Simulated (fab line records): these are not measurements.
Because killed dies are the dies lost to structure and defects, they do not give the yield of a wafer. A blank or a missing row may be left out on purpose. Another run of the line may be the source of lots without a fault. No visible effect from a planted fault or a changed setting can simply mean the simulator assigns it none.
fab line records || flow nandHarc || part 2 of 2: steps 22 to 30 of 30
record {"lots": 5, "wafers": 15, "lastDay": 22}
route steps=1159 shown A_CONTACT@929
lots that met no fault: taken from a fault-free run of the same line
startH: the number of hours between the record's first day and the start of the first shown wafer of the lot || waitH: how many hours have passed since the lot's step before this one || " the same as in the row above || L1.1+2: several wafers, shown together as one row || - no value, or no start given || * or withheld: withheld || < > ~ a bound
route shown NAME@n: NAME is a module with steps in the file, n the number in the route of the first one || usual: mean/standard deviation taken from wafers without a fault || same: alike in all rows || chamber/n: place in a boat || sites: each site's reading || _std_site: the standard deviation of these || _edge_site: mean of outer sites minus mean of inner sites || radiusMm: for every site, how far away it sits from the centre of the wafer || mask NAME#n: copy n || behind: the last tool/chamber to shape the wafer || hold: what put the lot on hold/how long, in hours/how the hold closed || device: which transistor (n, p or np) failed to switch || end of line: the tests these same wafers got at the end of their route || for a step that has no rows: nothing shown but its recipe || killed: count of dies lost to structure and defects at first sort (not the wafer's yield) || map: the dies of a wafer, with x for killed, . for not killed, _ for no die there
set.NAME: the setting the step ran with; set.NAME@STEP: the setting that earlier step ran with || model.NAME: the simulator's own value behind a step, which no gauge read
lots at selected steps of the route; one table per step, one row per wafer
services: a tool's chamber out of use, with start hour (startH, from the record's first day; less than 0 if before it), hours out, and reason
## steps
# step NHARC_A_CONTACT_ETCH_98
# recipe {"targetDepthA": 200, "overEtchFrac": 0.5, "timeS": 10, "ionEnergyEv": 250, "c4f6FlowSccm": 25, "o2FlowSccm": 20, "arFlowSccm": 500, "rfW": 600, "biasW": 500, "chemistry": "C4F6/O2"}
# usual {"drypumpMotorCurrentA": "5.7/0.37", "oesProductAu": "0.956/0.02", "rfVppV": "547/4", "showerheadPlenumPTorr": "3.93/0.2", "throttleValvePct": "26.904/0.0099"}
{"lot.wafer": "L077.2", "tool": "rieDiel-13", "chamber": 1, "startH": "-", "waitH": "-", "drypumpMotorCurrentA": 5.8, "oesProductAu": 0.967, "rfHoursCounterH": 45, "rfVppV": 542, "showerheadPlenumPTorr": 3.65, "throttleValvePct": 26.899}
{"lot.wafer": "L077.4", "tool": "rieDiel-13", "chamber": 3, "startH": "-", "waitH": "-", "drypumpMotorCurrentA": 6.1, "oesProductAu": 0.970, "rfHoursCounterH": 46, "rfVppV": 542, "showerheadPlenumPTorr": 3.64, "throttleValvePct": 26.898}
{"lot.wafer": "L077.5", "tool": "rieDiel-13", "chamber": 0, "startH": "-", "waitH": "-", "drypumpMotorCurrentA": 5.6, "oesProductAu": 0.963, "rfHoursCounterH": "-", "rfVppV": 547, "showerheadPlenumPTorr": 3.90, "throttleValvePct": 26.920}
{"lot.wafer": "L079.3", "tool": "rieDiel-05", "chamber": 1, "startH": "-", "waitH": "-", "drypumpMotorCurrentA": 5.6, "oesProductAu": 0.969, "rfHoursCounterH": 20, "rfVppV": 543, "showerheadPlenumPTorr": 3.74, "throttleValvePct": 26.892}
{"lot.wafer": "L079.4", "tool": "rieDiel-05", "chamber": 2, "startH": "-", "waitH": "-", "drypumpMotorCurrentA": 5.7, "oesProductAu": 0.963, "rfHoursCounterH": 21, "rfVppV": 548, "showerheadPlenumPTorr": 3.99, "throttleValvePct": 26.887}
{"lot.wafer": "L079.5", "tool": "rieDiel-05", "chamber": 3, "startH": "-", "waitH": "-", "drypumpMotorCurrentA": 5.3, "oesProductAu": 0.990, "rfHoursCounterH": "-", "rfVppV": 549, "showerheadPlenumPTorr": 3.99, "throttleValvePct": 26.886}
{"lot.wafer": "L080.2", "tool": "rieDiel-03", "chamber": 1, "startH": "-", "waitH": "-", "drypumpMotorCurrentA": 6.3, "oesProductAu": 0.920, "rfHoursCounterH": 4, "rfVppV": 543, "showerheadPlenumPTorr": 3.68, "throttleValvePct": 26.913}
{"lot.wafer": "L080.6", "tool": "rieDiel-03", "chamber": 1, "startH": "-", "waitH": "-", "drypumpMotorCurrentA": 6.4, "oesProductAu": 0.935, "rfHoursCounterH": "-", "rfVppV": 542, "showerheadPlenumPTorr": 3.68, "throttleValvePct": 26.902}
{"lot.wafer": "L080.5", "tool": "rieDiel-03", "chamber": 2, "startH": "-", "waitH": "-", "drypumpMotorCurrentA": 5.7, "oesProductAu": 0.934, "rfHoursCounterH": "-", "rfVppV": 551, "showerheadPlenumPTorr": 4.13, "throttleValvePct": 26.895}
{"lot.wafer": "L083.2", "tool": "rieDiel-03", "chamber": 0, "startH": "-", "waitH": "-", "drypumpMotorCurrentA": 5.5, "oesProductAu": 0.955, "rfHoursCounterH": 5, "rfVppV": 546, "showerheadPlenumPTorr": 3.92, "throttleValvePct": 26.890}
{"lot.wafer": "L083.6", "tool": "rieDiel-03", "chamber": 1, "startH": "-", "waitH": "-", "drypumpMotorCurrentA": 6.4, "oesProductAu": 0.943, "rfHoursCounterH": "-", "rfVppV": 541, "showerheadPlenumPTorr": 3.68, "throttleValvePct": 26.891}
{"lot.wafer": "L083.5", "tool": "rieDiel-03", "chamber": 2, "startH": "-", "waitH": "-", "drypumpMotorCurrentA": 5.7, "oesProductAu": 0.945, "rfHoursCounterH": "-", "rfVppV": 552, "showerheadPlenumPTorr": 4.13, "throttleValvePct": 26.896}
{"lot.wafer": "L085.2", "tool": "rieDiel-05", "chamber": 3, "startH": "-", "waitH": "-", "drypumpMotorCurrentA": 5.3, "oesProductAu": 0.981, "rfHoursCounterH": 47, "rfVppV": 549, "showerheadPlenumPTorr": 3.97, "throttleValvePct": 26.920}
{"lot.wafer": "L085.6", "tool": "rieDiel-05", "chamber": 2, "startH": "-", "waitH": "-", "drypumpMotorCurrentA": 5.6, "oesProductAu": 0.967, "rfHoursCounterH": "-", "rfVppV": 547, "showerheadPlenumPTorr": 3.97, "throttleValvePct": 26.898}
{"lot.wafer": "L085.5", "tool": "rieDiel-05", "chamber": 3, "startH": "-", "waitH": "-", "drypumpMotorCurrentA": 5.3, "oesProductAu": 0.977, "rfHoursCounterH": "-", "rfVppV": 548, "showerheadPlenumPTorr": 3.97, "throttleValvePct": 26.903}
# step NHARC_A_CONTACT_CD_MEAS_15
# usual {"cdNm": "89.9/0.56"}
{"lot.wafer": "L077.2", "tool": "cdSem-02", "chamber": "-", "startH": 395.79, "waitH": "-", "cdNm": 89.3}
{"lot.wafer": "L077.4", "tool": "cdSem-02", "chamber": "-", "startH": 395.79, "waitH": "-", "cdNm": 89.0}
{"lot.wafer": "L077.5", "tool": "cdSem-02", "chamber": "-", "startH": 395.79, "waitH": "-", "cdNm": 89.0}
{"lot.wafer": "L079.3", "tool": "cdSem-01", "chamber": "-", "startH": 397.08, "waitH": "-", "cdNm": 89.4}
{"lot.wafer": "L079.4", "tool": "cdSem-01", "chamber": "-", "startH": 397.08, "waitH": "-", "cdNm": 90.7}
{"lot.wafer": "L079.5", "tool": "cdSem-01", "chamber": "-", "startH": 397.08, "waitH": "-", "cdNm": 90.0}
{"lot.wafer": "L080.2", "tool": "cdSem-02", "chamber": "-", "startH": 428.54, "waitH": "-", "cdNm": 89.9}
{"lot.wafer": "L080.5", "tool": "cdSem-02", "chamber": "-", "startH": 428.54, "waitH": "-", "cdNm": 90.6}
{"lot.wafer": "L080.6", "tool": "cdSem-02", "chamber": "-", "startH": 428.54, "waitH": "-", "cdNm": 90.5}
{"lot.wafer": "L083.2", "tool": "cdSem-02", "chamber": "-", "startH": 429.22, "waitH": "-", "cdNm": 89.9}
{"lot.wafer": "L083.5", "tool": "cdSem-02", "chamber": "-", "startH": 429.22, "waitH": "-", "cdNm": 89.6}
{"lot.wafer": "L083.6", "tool": "cdSem-02", "chamber": "-", "startH": 429.22, "waitH": "-", "cdNm": 90.3}
{"lot.wafer": "L085.2", "tool": "cdSem-01", "chamber": "-", "startH": 466.02, "waitH": "-", "cdNm": 90.2}
{"lot.wafer": "L085.5", "tool": "cdSem-01", "chamber": "-", "startH": 466.02, "waitH": "-", "cdNm": 90.0}
{"lot.wafer": "L085.6", "tool": "cdSem-01", "chamber": "-", "startH": 466.02, "waitH": "-", "cdNm": 91.0}
# step NHARC_A_CONTACT_STRIP_107
# recipe {"n2FlowSccm": 150, "h2FlowSccm": 150, "arFlowSccm": 0, "biasW": 0, "chemistry": "N2/H2"}
{"lot.wafer": "L077.2+4+5", "tool": "rieDiel-13", "chamber": "0,2,0", "startH": 395.90, "waitH": 0.1}
{"lot.wafer": "L079.3+4+5", "tool": "rieDiel-13", "chamber": "1,0,1", "startH": 397.64, "waitH": 0.6}
{"lot.wafer": "L080.2+6+5", "tool": "rieDiel-03", "chamber": "3,1,2", "startH": 428.63, "waitH": 0.1}
{"lot.wafer": "L083.2+6+5", "tool": "rieDiel-03", "chamber": "2,3,0", "startH": 429.32, "waitH": 0.1}
{"lot.wafer": "L085.2+5+6", "tool": "rieDiel-03", "chamber": "2,3,0", "startH": 466.12, "waitH": 0.1}
# step NHARC_A_CONTACT_STRIP_108
# recipe {"cf4FlowSccm": 100, "chf3FlowSccm": 30, "arFlowSccm": 0, "biasW": 0, "chemistry": "CF4/CHF3"}
{"lot.wafer": "L077.4+2+5", "tool": "rieDiel-13", "chamber": "3,0,2", "startH": 396.09, "waitH": 0.2}
{"lot.wafer": "L079.3+4+5", "tool": "rieDiel-13", "chamber": "1,3,1", "startH": 397.80, "waitH": 0.2}
{"lot.wafer": "L080.2+6+5", "tool": "rieDiel-03", "chamber": "2,2,3", "startH": 428.70, "waitH": 0.1}
{"lot.wafer": "L083.2+5+6", "tool": "rieDiel-03", "chamber": "3,1,2", "startH": 429.39, "waitH": 0.1}
{"lot.wafer": "L085.2+6+5", "tool": "rieDiel-03", "chamber": "0,1,2", "startH": 466.19, "waitH": 0.1}
# step NHARC_A_CONTACT_STRIP_109
# recipe {"o2FlowSccm": 400, "cosFlowSccm": 20, "arFlowSccm": 0, "biasW": 0, "chemistry": "O2/COS"}
{"lot.wafer": "L077.4+2+5", "tool": "rieDiel-13", "chamber": "1,2,2", "startH": 396.26, "waitH": 0.2}
{"lot.wafer": "L079.3+4+5", "tool": "rieDiel-13", "chamber": "1,0,1", "startH": 397.87, "waitH": 0.1}
{"lot.wafer": "L080.2+6+5", "tool": "rieDiel-03", "chamber": "2,2,3", "startH": 428.76, "waitH": 0.1}
{"lot.wafer": "L083.2+5+6", "tool": "rieDiel-03", "chamber": "3,1,2", "startH": 429.45, "waitH": 0.1}
{"lot.wafer": "L085.2+5+6", "tool": "rieDiel-03", "chamber": "2,2,3", "startH": 466.25, "waitH": 0.0}
# step NHARC_A_CONTACT_ETCH_110
# recipe {"targetDepthA": 500, "overetchA": 50, "timeS": 27.5, "ionEnergyEv": 100, "cf4FlowSccm": 80, "o2FlowSccm": 20, "arFlowSccm": 0, "rfW": 300, "biasW": 100, "chemistry": "CF4/O2"}
# usual {"drypumpMotorCurrentA": "5.7/0.38", "oes_o_777_au": "1.000/0.0052", "oesProductAu": "0.996/0.01", "rfVppV": "198.2/1.8", "showerheadPlenumPTorr": "1.35/0.077", "throttleValvePct": "13.397/0.0087"}
{"lot.wafer": "L077.2", "tool": "rieDiel-13", "chamber": 0, "startH": 396.33, "waitH": 0.1, "drypumpMotorCurrentA": 5.6, "oes_o_777_au": 0.999, "oesProductAu": 0.996, "rfHoursCounterH": 46, "rfVppV": 196.1, "showerheadPlenumPTorr": 1.32, "throttleValvePct": 13.400}
{"lot.wafer": "L077.4", "tool": "rieDiel-13", "chamber": 1, "startH": 396.33, "waitH": 0.1, "drypumpMotorCurrentA": 5.8, "oes_o_777_au": 1.002, "oesProductAu": 0.990, "rfHoursCounterH": 46, "rfVppV": 195.7, "showerheadPlenumPTorr": 1.24, "throttleValvePct": 13.400}
{"lot.wafer": "L077.5", "tool": "rieDiel-13", "chamber": 3, "startH": 396.33, "waitH": 0.1, "drypumpMotorCurrentA": 6.0, "oes_o_777_au": 0.997, "oesProductAu": 0.995, "rfHoursCounterH": "-", "rfVppV": 196.8, "showerheadPlenumPTorr": 1.23, "throttleValvePct": 13.402}
{"lot.wafer": "L079.3", "tool": "rieDiel-13", "chamber": 2, "startH": 398.02, "waitH": 0.2, "drypumpMotorCurrentA": 5.3, "oes_o_777_au": 1.004, "oesProductAu": 1.004, "rfHoursCounterH": 40, "rfVppV": 196.7, "showerheadPlenumPTorr": 1.37, "throttleValvePct": 13.400}
{"lot.wafer": "L079.4", "tool": "rieDiel-13", "chamber": 3, "startH": 398.02, "waitH": 0.2, "drypumpMotorCurrentA": 6.1, "oes_o_777_au": 1.009, "oesProductAu": 0.999, "rfHoursCounterH": 47, "rfVppV": 195.5, "showerheadPlenumPTorr": 1.23, "throttleValvePct": 13.389}
{"lot.wafer": "L079.5", "tool": "rieDiel-13", "chamber": 2, "startH": 398.02, "waitH": 0.2, "drypumpMotorCurrentA": 5.3, "oes_o_777_au": 1.002, "oesProductAu": 1.012, "rfHoursCounterH": "-", "rfVppV": 199.9, "showerheadPlenumPTorr": 1.37, "throttleValvePct": 13.415}
{"lot.wafer": "L080.2", "tool": "rieDiel-03", "chamber": 0, "startH": 428.83, "waitH": 0.1, "drypumpMotorCurrentA": 5.5, "oes_o_777_au": 0.994, "oesProductAu": 0.990, "rfHoursCounterH": 5, "rfVppV": 198.1, "showerheadPlenumPTorr": 1.33, "throttleValvePct": 13.408}
{"lot.wafer": "L080.5", "tool": "rieDiel-03", "chamber": 2, "startH": 428.83, "waitH": 0.1, "drypumpMotorCurrentA": 5.7, "oes_o_777_au": 1.007, "oesProductAu": 0.988, "rfHoursCounterH": "-", "rfVppV": 198.8, "showerheadPlenumPTorr": 1.41, "throttleValvePct": 13.397}
{"lot.wafer": "L080.6", "tool": "rieDiel-03", "chamber": 3, "startH": 428.83, "waitH": 0.1, "drypumpMotorCurrentA": 5.3, "oes_o_777_au": 1.002, "oesProductAu": 0.997, "rfHoursCounterH": "-", "rfVppV": 200.5, "showerheadPlenumPTorr": 1.44, "throttleValvePct": 13.402}
{"lot.wafer": "L083.2", "tool": "rieDiel-03", "chamber": 1, "startH": 429.51, "waitH": 0.1, "drypumpMotorCurrentA": 6.4, "oes_o_777_au": 1.005, "oesProductAu": 0.991, "rfHoursCounterH": 4, "rfVppV": 196.9, "showerheadPlenumPTorr": 1.24, "throttleValvePct": 13.402}
{"lot.wafer": "L083.6", "tool": "rieDiel-03", "chamber": 3, "startH": 429.51, "waitH": 0.1, "drypumpMotorCurrentA": 5.3, "oes_o_777_au": 1.004, "oesProductAu": 1.005, "rfHoursCounterH": "-", "rfVppV": 199.5, "showerheadPlenumPTorr": 1.45, "throttleValvePct": 13.401}
{"lot.wafer": "L083.5", "tool": "rieDiel-03", "chamber": 0, "startH": 429.51, "waitH": 0.1, "drypumpMotorCurrentA": 5.5, "oes_o_777_au": 1.000, "oesProductAu": 0.989, "rfHoursCounterH": "-", "rfVppV": 198.6, "showerheadPlenumPTorr": 1.33, "throttleValvePct": 13.404}
{"lot.wafer": "L085.2", "tool": "rieDiel-03", "chamber": 0, "startH": 466.32, "waitH": 0.1, "drypumpMotorCurrentA": 5.6, "oes_o_777_au": 1.006, "oesProductAu": 0.982, "rfHoursCounterH": 11, "rfVppV": 198.7, "showerheadPlenumPTorr": 1.33, "throttleValvePct": 13.404}
{"lot.wafer": "L085.6", "tool": "rieDiel-03", "chamber": 1, "startH": 466.32, "waitH": 0.1, "drypumpMotorCurrentA": 6.4, "oes_o_777_au": 1.006, "oesProductAu": 0.968, "rfHoursCounterH": "-", "rfVppV": 196.3, "showerheadPlenumPTorr": 1.24, "throttleValvePct": 13.403}
{"lot.wafer": "L085.5", "tool": "rieDiel-03", "chamber": 2, "startH": 466.32, "waitH": 0.1, "drypumpMotorCurrentA": 5.7, "oes_o_777_au": 0.994, "oesProductAu": 0.983, "rfHoursCounterH": "-", "rfVppV": 200.2, "showerheadPlenumPTorr": 1.41, "throttleValvePct": 13.385}
# step NHARC_A_CONTACT_STRIP_26
# recipe {"o2FlowSccm": 500, "arFlowSccm": 0, "biasW": 0, "chemistry": "O2"}
# usual {"drypumpMotorCurrentA": "5.7/0.38", "oesProductAu": "0.994/0.01", "rfVppV": "57.8/0.97", "showerheadPlenumPTorr": "3.57/0.19", "throttleValvePct": "17.036/0.01"}
{"lot.wafer": "L077.2", "tool": "rieDiel-13", "chamber": 3, "startH": "-", "waitH": "-", "drypumpMotorCurrentA": 6.1, "oesProductAu": 1.001, "rfHoursCounterH": 47, "rfVppV": 58.0, "showerheadPlenumPTorr": 3.27, "throttleValvePct": 17.029}
{"lot.wafer": "L077.4", "tool": "rieDiel-13", "chamber": 2, "startH": "-", "waitH": "-", "drypumpMotorCurrentA": 5.3, "oesProductAu": 1.001, "rfHoursCounterH": 39, "rfVppV": 57.2, "showerheadPlenumPTorr": 3.62, "throttleValvePct": 17.045}
{"lot.wafer": "L077.5", "tool": "rieDiel-13", "chamber": 3, "startH": "-", "waitH": "-", "drypumpMotorCurrentA": 6.1, "oesProductAu": 0.984, "rfHoursCounterH": "-", "rfVppV": 57.2, "showerheadPlenumPTorr": 3.27, "throttleValvePct": 17.056}
{"lot.wafer": "L079.4", "tool": "rieDiel-13", "chamber": 3, "startH": "-", "waitH": "-", "drypumpMotorCurrentA": 6.1, "oesProductAu": 0.990, "rfHoursCounterH": 47, "rfVppV": 56.1, "showerheadPlenumPTorr": 3.27, "throttleValvePct": 17.036}
{"lot.wafer": "L079.3", "tool": "rieDiel-13", "chamber": 0, "startH": "-", "waitH": "-", "drypumpMotorCurrentA": 5.6, "oesProductAu": 0.989, "rfHoursCounterH": 47, "rfVppV": 57.0, "showerheadPlenumPTorr": 3.50, "throttleValvePct": 17.047}
{"lot.wafer": "L079.5", "tool": "rieDiel-13", "chamber": 1, "startH": "-", "waitH": "-", "drypumpMotorCurrentA": 5.8, "oesProductAu": 0.976, "rfHoursCounterH": "-", "rfVppV": 57.5, "showerheadPlenumPTorr": 3.28, "throttleValvePct": 17.025}
{"lot.wafer": "L080.2", "tool": "rieDiel-03", "chamber": 3, "startH": "-", "waitH": "-", "drypumpMotorCurrentA": 5.3, "oesProductAu": 0.994, "rfHoursCounterH": 5, "rfVppV": 58.1, "showerheadPlenumPTorr": 3.81, "throttleValvePct": 17.018}
{"lot.wafer": "L080.6", "tool": "rieDiel-03", "chamber": 3, "startH": "-", "waitH": "-", "drypumpMotorCurrentA": 5.3, "oesProductAu": 1.000, "rfHoursCounterH": "-", "rfVppV": 58.3, "showerheadPlenumPTorr": 3.80, "throttleValvePct": 17.027}
{"lot.wafer": "L080.5", "tool": "rieDiel-03", "chamber": 0, "startH": "-", "waitH": "-", "drypumpMotorCurrentA": 5.5, "oesProductAu": 0.987, "rfHoursCounterH": "-", "rfVppV": 56.8, "showerheadPlenumPTorr": 3.53, "throttleValvePct": 17.054}
{"lot.wafer": "L083.2", "tool": "rieDiel-03", "chamber": 2, "startH": "-", "waitH": "-", "drypumpMotorCurrentA": 5.7, "oesProductAu": 0.983, "rfHoursCounterH": 5, "rfVppV": 56.4, "showerheadPlenumPTorr": 3.72, "throttleValvePct": 17.030}
{"lot.wafer": "L083.5", "tool": "rieDiel-03", "chamber": 3, "startH": "-", "waitH": "-", "drypumpMotorCurrentA": 5.3, "oesProductAu": 0.996, "rfHoursCounterH": "-", "rfVppV": 58.5, "showerheadPlenumPTorr": 3.81, "throttleValvePct": 17.038}
{"lot.wafer": "L083.6", "tool": "rieDiel-03", "chamber": 0, "startH": "-", "waitH": "-", "drypumpMotorCurrentA": 5.6, "oesProductAu": 0.987, "rfHoursCounterH": "-", "rfVppV": 58.0, "showerheadPlenumPTorr": 3.53, "throttleValvePct": 17.043}
{"lot.wafer": "L085.2", "tool": "rieDiel-03", "chamber": 2, "startH": "-", "waitH": "-", "drypumpMotorCurrentA": 5.7, "oesProductAu": 0.990, "rfHoursCounterH": 11, "rfVppV": 59.6, "showerheadPlenumPTorr": 3.72, "throttleValvePct": 17.041}
{"lot.wafer": "L085.5", "tool": "rieDiel-03", "chamber": 3, "startH": "-", "waitH": "-", "drypumpMotorCurrentA": 5.3, "oesProductAu": 1.011, "rfHoursCounterH": "-", "rfVppV": 58.6, "showerheadPlenumPTorr": 3.80, "throttleValvePct": 17.048}
{"lot.wafer": "L085.6", "tool": "rieDiel-03", "chamber": 0, "startH": "-", "waitH": "-", "drypumpMotorCurrentA": 5.6, "oesProductAu": 0.981, "rfHoursCounterH": "-", "rfVppV": 57.3, "showerheadPlenumPTorr": 3.52, "throttleValvePct": 17.037}
# step NHARC_A_CONTACT_STRIP_27
# recipe {"timeS": 600, "tempC": 30, "chemistry": "postEtchResidueRemover"}
{"lot.wafer": "L077.2+4+5", "tool": "wetBench-04", "chamber": "3,4,5", "startH": 396.95, "waitH": "-"}
{"lot.wafer": "L079.3+4+5", "tool": "wetBench-04", "chamber": "3,5,7", "startH": 398.55, "waitH": "-"}
{"lot.wafer": "L080.2+5+6", "tool": "wetBench-07", "chamber": "3,5,0", "startH": 429.28, "waitH": "-"}
{"lot.wafer": "L083.6+2+5", "tool": "wetBench-07", "chamber": "0,1,2", "startH": 429.90, "waitH": "-"}
{"lot.wafer": "L085.6+2+5", "tool": "wetBench-07", "chamber": "1,3,6", "startH": 466.69, "waitH": "-"}
# step NHARC_A_CONTACT_ALD_18
# recipe {"targetThkA": 30, "pulseTimeS": 1, "aldCycles": 150, "tempC": 450, "material": "TiN"}
# usual {"heaterPowerW": "1106/120", "precursorPulseHeightRel": "1.003/0.021"}
{"lot.wafer": "L077.4", "tool": "aldMetal-02", "chamber": 2, "startH": 397.24, "waitH": "-", "heaterPowerW": 1155, "precursorPulseHeightRel": 1.034}
{"lot.wafer": "L077.2", "tool": "aldMetal-02", "chamber": 3, "startH": 397.24, "waitH": "-", "heaterPowerW": 1011, "precursorPulseHeightRel": 1.004}
{"lot.wafer": "L077.5", "tool": "aldMetal-02", "chamber": 0, "startH": 397.24, "waitH": "-", "heaterPowerW": 1130, "precursorPulseHeightRel": 1.044}
{"lot.wafer": "L079.4", "tool": "aldMetal-04", "chamber": 2, "startH": 398.85, "waitH": "-", "heaterPowerW": 1491, "precursorPulseHeightRel": 0.985}
{"lot.wafer": "L079.3", "tool": "aldMetal-04", "chamber": 3, "startH": 398.85, "waitH": "-", "heaterPowerW": 968, "precursorPulseHeightRel": 1.024}
{"lot.wafer": "L079.5", "tool": "aldMetal-04", "chamber": 1, "startH": 398.85, "waitH": "-", "heaterPowerW": 1053, "precursorPulseHeightRel": 1.024}
{"lot.wafer": "L080.2", "tool": "aldMetal-03", "chamber": 1, "startH": 429.61, "waitH": "-", "heaterPowerW": 1019, "precursorPulseHeightRel": 1.010}
{"lot.wafer": "L080.5", "tool": "aldMetal-03", "chamber": 2, "startH": 429.61, "waitH": "-", "heaterPowerW": 1055, "precursorPulseHeightRel": 1.050}
{"lot.wafer": "L080.6", "tool": "aldMetal-03", "chamber": 3, "startH": 429.61, "waitH": "-", "heaterPowerW": 1075, "precursorPulseHeightRel": 1.015}
{"lot.wafer": "L083.2", "tool": "aldMetal-04", "chamber": 2, "startH": 430.16, "waitH": "-", "heaterPowerW": 1442, "precursorPulseHeightRel": 1.005}
{"lot.wafer": "L083.6", "tool": "aldMetal-04", "chamber": 2, "startH": 430.16, "waitH": "-", "heaterPowerW": 1427, "precursorPulseHeightRel": 0.994}
{"lot.wafer": "L083.5", "tool": "aldMetal-04", "chamber": 3, "startH": 430.16, "waitH": "-", "heaterPowerW": 990, "precursorPulseHeightRel": 1.017}
{"lot.wafer": "L085.2", "tool": "aldMetal-03", "chamber": 2, "startH": 466.97, "waitH": "-", "heaterPowerW": 1059, "precursorPulseHeightRel": 1.018}
{"lot.wafer": "L085.6", "tool": "aldMetal-03", "chamber": 1, "startH": 466.97, "waitH": "-", "heaterPowerW": 998, "precursorPulseHeightRel": 0.979}
{"lot.wafer": "L085.5", "tool": "aldMetal-03", "chamber": 2, "startH": 466.97, "waitH": "-", "heaterPowerW": 1023, "precursorPulseHeightRel": 1.005}
## services
{"tool": "wetBench-07", "chamber": "-", "startH": 379.97, "hours": 1.0, "kind": "repair"}
{"tool": "arfiScanner-03", "chamber": "-", "startH": 380.59, "hours": 0.5, "kind": "repair"}
{"tool": "rieDiel-13", "chamber": 0, "startH": 383.25, "hours": "-", "kind": "clean"}
{"tool": "rieDiel-13", "chamber": 1, "startH": 383.25, "hours": "-", "kind": "clean"}
{"tool": "rieDiel-13", "chamber": 2, "startH": 383.25, "hours": "-", "kind": "clean"}
{"tool": "rieDiel-13", "chamber": 3, "startH": 383.25, "hours": "-", "kind": "clean"}
{"tool": "wetBench-07", "chamber": "-", "startH": 388.97, "hours": 4.8, "kind": "repair"}
{"tool": "wetBench-04", "chamber": "-", "startH": 390.51, "hours": 5.7, "kind": "repair"}
{"tool": "aldMetal-03", "chamber": 0, "startH": 391.12, "hours": 25.6, "kind": "repair"}
{"tool": "rieDiel-03", "chamber": "-", "startH": 392.30, "hours": 9.0, "kind": "pm"}
{"tool": "arfiScanner-02", "chamber": "-", "startH": 395.79, "hours": 1.0, "kind": "repair"}
{"tool": "rieDiel-13", "chamber": 2, "startH": 402.42, "hours": 2.0, "kind": "repair"}
{"tool": "aldMetal-04", "chamber": "-", "startH": 406.00, "hours": 10.0, "kind": "pm"}
{"tool": "rieDiel-13", "chamber": 0, "startH": 407.75, "hours": "-", "kind": "clean"}
{"tool": "rieDiel-13", "chamber": 1, "startH": 407.75, "hours": "-", "kind": "clean"}
{"tool": "rieDiel-13", "chamber": 2, "startH": 407.75, "hours": "-", "kind": "clean"}
{"tool": "rieDiel-13", "chamber": "-", "startH": 417.30, "hours": 0.8, "kind": "repair"}
{"tool": "arfiScanner-02", "chamber": "-", "startH": 422.79, "hours": 20.5, "kind": "repair"}
{"tool": "lithoTrack-01", "chamber": "-", "startH": 443.00, "hours": 7.0, "kind": "pm"}
{"tool": "aldMetal-03", "chamber": 3, "startH": 444.70, "hours": 3.1, "kind": "repair"}
{"tool": "aldMetal-03", "chamber": "-", "startH": 445.91, "hours": 0.2, "kind": "repair"}
{"tool": "wetBench-07", "chamber": "-", "startH": 448.04, "hours": 8.0, "kind": "pm"}
{"tool": "rieDiel-13", "chamber": "-", "startH": 453.19, "hours": 9.0, "kind": "pm"}
{"tool": "lithoTrack-06", "chamber": "-", "startH": 467.00, "hours": 7.0, "kind": "pm"}
